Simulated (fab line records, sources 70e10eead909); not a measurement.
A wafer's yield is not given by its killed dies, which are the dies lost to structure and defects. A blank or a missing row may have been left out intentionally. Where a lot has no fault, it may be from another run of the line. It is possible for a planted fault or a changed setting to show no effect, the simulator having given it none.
fab line records	flow nandHarc
record lots=7	wafers=21	lastDay=33
route steps=1302 shown A_M1@1181
lots that met no fault: from a run of the same line without faults
startH: hours from the record's first day to the start of the lot's first wafer shown	waitH: hours since the lot's step before	" as in the row above	L1.1+2: several wafers, shown together as one row	- no value, or no start was given	* or withheld: withheld	< > ~ a bound
route shown NAME@n: a module of which the file shows steps, and the number in the route of the first	usual: the fault-free wafers' mean and standard deviation	same: alike in all rows	chamber/n: place in a boat	sites: each site's reading	_std_site: standard deviation across them	_edge_site: inner sites' mean taken away from outer sites' mean	radiusMm: for every site, how far away it sits from the centre of the wafer	mask NAME#n: copy n	behind: the tool/chamber that last shaped the wafer	hold: the reason the lot was held/the length of the hold in hours/how it ended	device: the n, p or np transistor that did not switch	end of line: tests of these same wafers at the route's end	step lacking rows: just its recipe	killed: not the wafer's yield, but the dies lost to structure and defects at the first sort	map: a wafer's dies, marking killed ones x, the rest . and places with no die _
set.NAME: the run value of the setting; set.NAME@STEP: its run value at that earlier step	model.NAME: the simulator's own value behind a step, which no gauge read
lots seen at some steps along the route; tables by step, rows by wafer
services: when a tool's chamber went out of use (startH, in hours from the record's first day, below 0 if earlier), for how many hours, and the reason
## steps
# step NHARC_A_M1_INSPECT_11
# usual rawDefectCount=76/39
lot.wafer	tool	chamber	startH	waitH	rawDefectCount
L217.2	defectInspect-02	-	554.59	0.0	109
L217.5	"	-	"	"	123
L217.6	"	-	"	"	124
L224.3	defectInspect-02	-	609.61	0.0	123
L224.4	"	-	"	"	122
L224.6	"	-	"	"	104
L226.2	defectInspect-01	-	630.90	0.0	88
L226.4	"	-	"	"	81
L226.6	"	-	"	"	88
L229.2	defectInspect-02	-	637.57	0.0	36
L229.3	"	-	"	"	40
L229.4	"	-	"	"	42
L227.1	defectInspect-02	-	637.90	0.0	93
L227.4	"	-	"	"	94
L227.5	"	-	"	"	88
L236.1	defectInspect-01	-	722.73	0.0	83
L236.3	"	-	"	"	83
L236.5	"	-	"	"	60
L238.3	defectInspect-01	-	742.77	0.0	68
L238.4	"	-	"	"	64
L238.6	"	-	"	"	67
# step NHARC_A_M1_DESCUM_14
# recipe timeS=3	o2FlowSccm=200	arFlowSccm=0	biasPowerW=0	chemistry=O2
# usual drypumpMotorCurrentA=5.6/0.65	o2FlowSccm=200.0/0.57	oesProductAu=1.001/0.007	rfVppV=58.0/0.83	showerheadPlenumPTorr=1.96/0.062	throttleValvePct=11.311/0.0096
# same biasPowerW=0	timeS=3
lot.wafer	tool	chamber	startH	waitH	drypumpMotorCurrentA	o2FlowSccm	oesProductAu	rfHoursCounterH	rfVppV	showerheadPlenumPTorr	throttleValvePct
L217.2	rieDiel-13	1	554.65	0.1	5.6	200.6	1.005	0.3	59.1	2.04	11.314
L217.6	"	1	"	"	5.6	200.9	1.009	-	57.3	2.04	11.328
L217.5	"	2	"	"	4.7	198.4	1.006	-	57.4	1.91	11.327
L224.4	rieDiel-13	2	609.68	0.1	4.7	200.1	0.991	1.7	58.3	1.91	11.317
L224.3	"	0	"	"	6.5	199.9	1.002	1.8	59.2	1.93	11.307
L224.6	"	2	"	"	4.7	200.0	1.002	-	55.7	1.91	11.306
L226.4	rieDiel-13	1	630.96	0.1	5.6	198.9	1.000	2.5	56.7	2.04	11.307
L226.2	"	0	"	"	6.5	200.3	1.005	2.5	58.5	1.93	11.293
L226.6	"	1	"	"	5.6	199.5	1.004	-	59.2	2.04	11.299
L229.3	rieDiel-07	2	637.63	0.1	4.6	199.7	1.013	9.6	57.8	2.00	11.295
L229.4	"	0	"	"	5.8	199.6	1.005	8.8	58.1	1.95	11.297
L229.2	"	1	"	"	6.4	199.0	1.021	9.0	58.9	2.04	11.326
L227.1	rieDiel-13	1	637.97	0.1	5.6	199.6	0.984	2.6	58.8	2.04	11.310
L227.4	"	3	"	"	5.5	200.8	1.003	2.5	57.0	1.84	11.320
L227.5	"	1	"	"	5.6	200.1	0.996	-	58.2	2.04	11.320
L236.3	rieDiel-13	3	722.79	0.1	5.5	201.1	1.005	0.4	58.0	1.84	11.306
L236.1	"	2	"	"	4.7	200.5	1.003	0.4	57.4	1.91	11.329
L236.5	"	3	"	"	5.5	200.0	1.010	-	58.5	1.84	11.306
L238.3	rieDiel-07	1	742.83	0.1	6.4	199.8	1.009	3.9	57.9	2.04	11.314
L238.4	"	3	"	"	6.3	199.6	0.994	4.2	58.0	1.94	11.299
L238.6	"	1	"	"	6.4	200.1	1.002	-	58.5	2.04	11.315
# step NHARC_A_M1_ETCH_35
# recipe targetDepthA=400	overetchA=120	timeS=43.94	ionEnergyEv=200	n2FlowSccm=150	h2FlowSccm=150	arFlowSccm=0	rfW=400	biasW=150	chemistry=N2/H2
# usual drypumpMotorCurrentA=5.6/0.65	oesProductAu=1.000/0.007	rfVppV=431.8/2.1	showerheadPlenumPTorr=2.09/0.071	throttleValvePct=14.171/0.01
# same timeS=43.94
lot.wafer	tool	chamber	startH	waitH	drypumpMotorCurrentA	oesProductAu	rfHoursCounterH	rfVppV	showerheadPlenumPTorr	throttleValvePct
L217.2	rieDiel-13	0	554.75	0.1	6.5	1.011	0.2	431.3	2.06	14.166
L217.5	"	1	"	"	5.6	1.010	-	434.6	2.17	14.179
L217.6	"	2	"	"	4.7	1.011	-	431.1	2.03	14.168
L224.3	rieDiel-13	3	609.76	0.1	5.5	1.001	1.7	428.3	1.96	14.164
L224.4	"	2	"	"	4.7	0.984	1.7	429.8	2.03	14.159
L224.6	"	0	"	"	6.5	1.003	-	430.9	2.06	14.181
L226.4	rieDiel-13	2	631.05	0.1	4.7	0.995	2.3	431.7	2.03	14.170
L226.2	"	3	"	"	5.5	0.993	2.5	428.9	1.96	14.159
L226.6	"	3	"	"	5.5	1.009	-	427.4	1.96	14.187
L229.2	rieDiel-07	1	637.72	0.1	6.4	1.016	9.0	434.2	2.18	14.175
L229.4	"	2	"	"	4.6	0.998	9.6	433.1	2.13	14.164
L229.3	"	3	"	"	6.3	1.003	9.4	431.7	2.07	14.174
L227.4	rieDiel-13	1	638.06	0.1	5.6	0.999	2.6	434.0	2.17	14.185
L227.1	"	2	"	"	4.7	1.004	2.3	431.2	2.03	14.179
L227.5	"	3	"	"	5.5	1.013	-	428.5	1.96	14.165
L236.1	rieDiel-13	0	722.88	0.1	6.5	1.015	0.4	431.2	2.06	14.165
L236.3	"	1	"	"	5.6	1.004	0.4	433.2	2.17	14.163
L236.5	"	0	"	"	6.5	1.004	-	429.8	2.06	14.176
L238.4	rieDiel-07	0	742.92	0.1	5.8	0.994	2.2	432.0	2.08	14.169
L238.3	"	2	"	"	4.6	1.012	4.6	432.9	2.13	14.198
L238.6	"	0	"	"	5.8	0.997	-	433.2	2.08	14.168
# step NHARC_A_M1_ETCH_15
# recipe targetDepthA=1825	timeS=91.2	c4f8FlowSccm=withheld	arFlowSccm=400	rfW=600	biasW=300	chemistry=C4F8/Ar
# usual oesProductAu=0.951/0.022	rfVppV=442.0/2.1
# same timeS=91.2
lot.wafer	tool	chamber	startH	waitH	oesProductAu	rfHoursCounterH	rfVppV
L217.2	rieDiel-13	1	-	-	0.947	0.3	444.1
L217.5	"	3	"	"	0.964	-	439.8
L217.6	"	0	"	"	0.958	-	443.7
L224.3	rieDiel-13	1	-	-	0.942	1.9	444.3
L224.4	"	2	"	"	0.948	1.7	440.1
L224.6	"	0	"	"	0.954	-	441.5
L226.2	rieDiel-13	1	-	-	0.914	2.6	445.5
L226.4	"	2	"	"	0.912	2.3	440.9
L226.6	"	1	"	"	0.916	-	444.5
L229.4	rieDiel-07	1	-	-	0.920	9.0	445.5
L229.2	"	2	"	"	0.913	9.6	442.7
L229.3	"	3	"	"	0.918	9.4	441.0
L227.1	rieDiel-13	2	-	-	0.937	2.4	441.1
L227.4	"	3	"	"	0.921	2.6	437.9
L227.5	"	2	"	"	0.925	-	440.9
L236.1	rieDiel-13	3	-	-	0.959	0.5	438.5
L236.3	"	0	"	"	0.970	0.4	440.9
L236.5	"	0	"	"	0.967	-	440.5
L238.3	rieDiel-07	1	-	-	0.951	4.0	444.6
L238.4	"	2	"	"	0.969	4.6	444.6
L238.6	"	0	"	"	0.983	-	442.2
# step NHARC_A_M1_CD_MEAS_16
# usual cdNm=119.8/0.67
lot.wafer	tool	chamber	startH	waitH	cdNm
L217.2	cdSem-03	-	554.95	-	119.8
L217.5	"	-	"	"	118.9
L217.6	"	-	"	"	119.7
L224.3	cdSem-02	-	609.98	-	120.1
L224.4	"	-	"	"	120.9
L224.6	"	-	"	"	120.1
L226.2	cdSem-02	-	631.27	-	119.1
L226.4	"	-	"	"	118.6
L226.6	"	-	"	"	118.3
L229.2	cdSem-01	-	637.94	-	118.7
L229.3	"	-	"	"	118.4
L229.4	"	-	"	"	118.5
L227.1	cdSem-03	-	638.27	-	119.9
L227.4	"	-	"	"	120.6
L227.5	"	-	"	"	119.7
L236.1	cdSem-02	-	723.10	-	120.0
L236.3	"	-	"	"	119.0
L236.5	"	-	"	"	121.0
L238.3	cdSem-01	-	743.14	-	119.8
L238.4	"	-	"	"	121.0
L238.6	"	-	"	"	119.8
# step NHARC_A_M1_STRIP_18
# recipe powerW=1000	n2FlowSccm=150	h2FlowSccm=150	arFlowSccm=0	biasW=0	chemistry=N2/H2
# usual drypumpMotorCurrentA=5.5/0.6	oesProductAu=1.000/0.0064	rfVppV=91.1/0.8	showerheadPlenumPTorr=2.11/0.059	throttleValvePct=14.172/0.0095
lot.wafer	tool	chamber	startH	waitH	drypumpMotorCurrentA	oesProductAu	rfHoursCounterH	rfVppV	showerheadPlenumPTorr	throttleValvePct
L217.2	rieDiel-07	3	555.08	0.1	6.3	1.002	5	91.3	2.07	14.163
L217.6	"	1	"	"	6.4	0.997	-	91.2	2.18	14.164
L217.5	"	2	"	"	4.6	1.007	-	91.1	2.13	14.187
L224.3	rieDiel-09	2	610.05	0.1	4.8	0.993	10	90.8	2.14	14.170
L224.4	"	1	"	"	5.2	1.004	4	91.7	2.19	14.165
L224.6	"	2	"	"	4.8	1.000	-	93.2	2.14	14.154
L226.2	rieDiel-09	2	631.34	0.1	4.8	0.999	11	91.1	2.14	14.187
L226.4	"	3	"	"	5.8	0.993	10	91.1	2.12	14.160
L226.6	"	2	"	"	4.8	0.990	-	91.1	2.14	14.158
L229.3	rieDiel-09	0	638.01	0.1	5.5	0.992	10	91.8	2.08	14.171
L229.2	"	2	"	"	4.8	0.992	11	91.1	2.14	14.179
L229.4	"	3	"	"	5.8	0.990	10	90.2	2.12	14.183
L227.4	rieDiel-07	1	638.34	0.1	6.4	0.999	9	90.5	2.18	14.175
L227.1	"	3	"	"	6.3	0.989	9	90.6	2.07	14.181
L227.5	"	2	"	"	4.6	0.998	-	92.4	2.13	14.165
L236.3	rieDiel-09	3	723.17	0.1	5.8	1.002	2	91.2	2.12	14.180
L236.1	"	1	"	"	5.2	1.002	2	92.1	2.18	14.194
L236.5	"	3	"	"	5.8	0.998	-	92.1	2.12	14.162
L238.3	rieDiel-13	1	743.21	0.1	5.6	0.990	1	91.1	2.17	14.175
L238.4	"	2	"	"	4.7	1.007	1	89.9	2.03	14.173
L238.6	"	1	"	"	5.6	1.002	-	90.4	2.17	14.152
# step NHARC_A_M1_ETCH_28
# recipe targetDepthA=300	overEtchFrac=0.3	timeS=72.99	ionEnergyEv=150	cf4FlowSccm=50	n2FlowSccm=100	arFlowSccm=150	rfW=300	biasW=100	chemistry=CF4/N2
# step NHARC_A_M1_STRIP_19
# recipe timeS=600	tempC=30	chemistry=postEtchResidueRemover
# step NHARC_A_M1_DEGAS_29
# recipe tempC=250	timeS=60
# step NHARC_A_M1_PRE_CLEAN_30
# recipe timeS=30	tempC=280	gas=H2/He
# step NHARC_A_M1_PVD_20
# recipe targetThkA=50	biasV=168.6	powerW=15000	chamberPressurePa=0.12	timeS=8.06	substrateTempC=50	material=TaN
# usual throttleValvePct=29.8/1
# same timeS=8.06
lot.wafer	tool	chamber	startH	waitH	throttleValvePct
L217.2	pvdSputter-01	-	-	-	29.6
L217.5	"	-	"	"	29.4
L217.6	"	-	"	"	30.7
L224.3	pvdSputter-02	-	-	-	29.9
L224.4	"	-	"	"	29.8
L224.6	"	-	"	"	31.1
L226.4	pvdSputter-02	-	-	-	30.8
L226.2	"	-	"	"	30.1
L226.6	"	-	"	"	31.1
L229.3	pvdSputter-01	-	-	-	30.6
L229.2	"	-	"	"	28.8
L229.4	"	-	"	"	30.4
L227.1	pvdSputter-01	-	-	-	29.9
L227.4	"	-	"	"	28.6
L227.5	"	-	"	"	30.6
L236.3	pvdSputter-03	-	-	-	28.0
L236.1	"	-	"	"	31.2
L236.5	"	-	"	"	28.5
L238.4	pvdSputter-01	-	-	-	28.8
L238.3	"	-	"	"	30.6
L238.6	"	-	"	"	30.0
# step NHARC_A_M1_PVD_21
# recipe targetThkA=300	chamberPressurePa=5	powerW=5000	substrateTempC=30	timeS=20.49	material=Cu
# step NHARC_A_M1_ECD_22
# recipe targetThkA=4000	bathTempC=25	material=Cu
# usual bathHeatDutyPct=6.3/0.54
lot.wafer	tool	chamber	startH	waitH	bathHeatDutyPct
L217.2	ecdCu-02	1	556.04	-	5.9
L217.6	"	1	"	"	6.6
L217.5	"	0	"	"	6.0
L224.4	ecdCu-01	1	611.15	-	6.9
L224.3	"	0	"	"	6.2
L224.6	"	0	"	"	5.9
L226.2	ecdCu-02	0	632.47	-	6.7
L226.4	"	1	"	"	6.0
L226.6	"	0	"	"	7.2
L229.2	ecdCu-02	0	639.01	-	6.9
L229.4	"	0	"	"	6.9
L229.3	"	1	"	"	5.8
L227.1	ecdCu-02	0	639.41	-	7.2
L227.4	"	1	"	"	5.5
L227.5	"	0	"	"	5.6
L236.1	ecdCu-01	0	724.22	-	6.6
L236.3	"	1	"	"	6.4
L236.5	"	0	"	"	6.2
L238.3	ecdCu-02	0	744.31	-	6.8
L238.4	"	1	"	"	6.1
L238.6	"	0	"	"	7.3
# step NHARC_A_M1_ANNEAL_31
# recipe tempC=225	timeS=90
# step NHARC_A_M1_CMP_23
# recipe tOverpolishS=20	targetThkNm=154.34
# usual edgeZonePressureFrac=1.000/0.005	motorCurrentA=11.5/0.98	timeToEndpointS=28.6/2.5
lot.wafer	tool	chamber	startH	waitH	edgeZonePressureFrac	motorCurrentA	timeToEndpointS
L217.2	cmp-04	0	556.79	-	0.998	12.1	32.2
L217.6	"	3	"	"	1.013	11.6	32.3
L217.5	"	0	"	"	0.996	11.9	28.1
L224.3	cmp-02	2	611.81	-	1.003	10.3	30.9
L224.4	"	0	"	"	1.000	13.9	32.6
L224.6	"	1	"	"	1.001	11.0	32.0
L226.4	cmp-04	2	633.14	-	0.992	12.3	15.0
L226.2	"	0	"	"	1.001	11.9	29.0
L226.6	"	2	"	"	0.994	11.9	13.0
L229.4	cmp-02	2	639.73	-	0.995	9.9	19.0
L229.3	"	3	"	"	1.001	11.2	34.6
L229.2	"	0	"	"	0.998	13.4	32.8
L227.4	cmp-03	2	640.20	-	0.994	10.0	15.7
L227.1	"	3	"	"	0.998	11.2	27.8
L227.5	"	1	"	"	0.999	11.9	29.5
L236.1	cmp-03	3	724.92	-	0.994	11.4	21.4
L236.3	"	0	"	"	1.000	12.8	24.6
L236.5	"	3	"	"	0.994	10.8	24.7
L238.3	cmp-02	3	744.96	-	1.009	11.6	26.7
L238.4	"	2	"	"	1.003	9.8	29.8
L238.6	"	0	"	"	0.995	13.5	28.5
## services
tool	chamber	startH	hours	kind
rieDiel-13	-	539.92	0.3	repair
rieDiel-13	3	545.90	7.1	repair
cmp-04	-	547.57	0.9	repair
cmp-03	-	553.58	16.1	repair
rieDiel-09	1	554.99	29.8	repair
cmp-02	-	558.03	1.2	repair
rieDiel-13	2	575.05	8.3	repair
pvdSputter-01	-	582.00	10.0	pm
cmp-02	-	585.03	2.7	repair
ecdCu-02	-	596.63	8.0	pm
cmp-02	-	614.07	0.3	repair
cmp-02	-	624.31	4.4	repair
cmp-02	-	628.74	4.0	pm
rieDiel-07	-	648.21	9.0	pm
cmp-02	-	654.08	6.4	repair
ecdCu-02	-	671.73	3.5	repair
rieDiel-09	-	674.11	9.0	pm
rieDiel-13	2	682.63	5.2	repair
cmp-02	-	682.73	16.2	repair
rieDiel-07	0	685.47	13.8	repair
rieDiel-13	-	696.00	9.0	pm
rieDiel-07	3	721.64	5.2	repair
cmp-02	-	726.74	4.0	pm
pvdSputter-01	-	728.61	2.2	repair
## key
firstSign step=NHARC_A_M1_CMP_23	reading=timeToEndpointS	direction=down	sigmas=5.2	usual=*	struck=*
effect none on later readings
metAt NHARC_A_M1_ECD_22
struckWafers L226.4,L226.6,L227.4,L229.4
laterRowsLeftOut L226.4,L226.6,L227.4,L229.4
sortLeftOut L226.4,L226.6,L227.4,L229.4
onsetBetween 556.04 632.47
fault kind=processParameterDrift	tool=ecdCu-02	chamber=-	onsetH=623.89	steps=NHARC_A_M1_ECD_22	channel=targetThkA	offset=*	shape=step	endH=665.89	scope=struckWafersOnly	actsIn=*	stated=*
# sortLeftOut: the simulated sort isn't trusted on such a fault, so these wafers' sort isn't shown, and their yield isn't known
# laterRowsLeftOut: the simulator's readings of these wafers behind a module that went badly wrong aren't trusted and aren't shown, but for the sort
